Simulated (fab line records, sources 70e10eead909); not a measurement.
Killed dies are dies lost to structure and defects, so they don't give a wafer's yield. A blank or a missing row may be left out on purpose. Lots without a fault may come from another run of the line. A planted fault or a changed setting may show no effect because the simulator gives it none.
Which tool did it? | flow nand_harc | 11 lots, 33 wafers sampled, at 1 step of a route of 1159

WHAT THE GAUGES READ, wafer by wafer
NHARC_P_BONDPAD_INSPECT_23.
lot  | measured     | on                | raw_defect_count
L075 | day 7 00:58  | defect_inspect-01 | 351 273 586
L077 | day 7 11:35  | defect_inspect-02 | 499 285 333
L079 | day 7 16:23  | defect_inspect-02 | 340 220 315
L082 | day 8 07:26  | defect_inspect-01 | 272 205 215
L084 | day 8 21:58  | defect_inspect-01 | 589 731 699
L086 | day 9 14:48  | defect_inspect-01 | 448 487 590
L089 | day 10 07:31 | defect_inspect-02 | 323 205 243
L091 | day 10 09:36 | defect_inspect-01 | 282 226 349
L092 | day 10 20:10 | defect_inspect-01 | 316 347 245
L093 | day 11 15:36 | defect_inspect-01 | 529 224 517
L096 | day 11 21:18 | defect_inspect-01 | 365 605 629

WHICH TOOL RAN EACH LOT (tool, then ch and the chambers of the sampled wafers, then the start)
The record holds no process step before these readings.

THE ANSWER, worked out from the rows above alone
Rule: what is usual is taken from the lots themselves. Put in order of their means at a reading, lots are off if they are a third of the lots or fewer, leave a main group of 4 or more, and stand apart from it by a gap of 3 or more times the standard deviation of the main group's means; of several such gaps the widest counts. A main group whose means are all the same, to the digits that the tables above print for the reading, isn't used. A lot without any number at a reading at which 4 lots or more have one is off too. The other lots that the step has rows for count as sound.
No lot is off at any reading shown: from this, nothing can be told.

WHAT THE SIMULATOR HAD PUT IN
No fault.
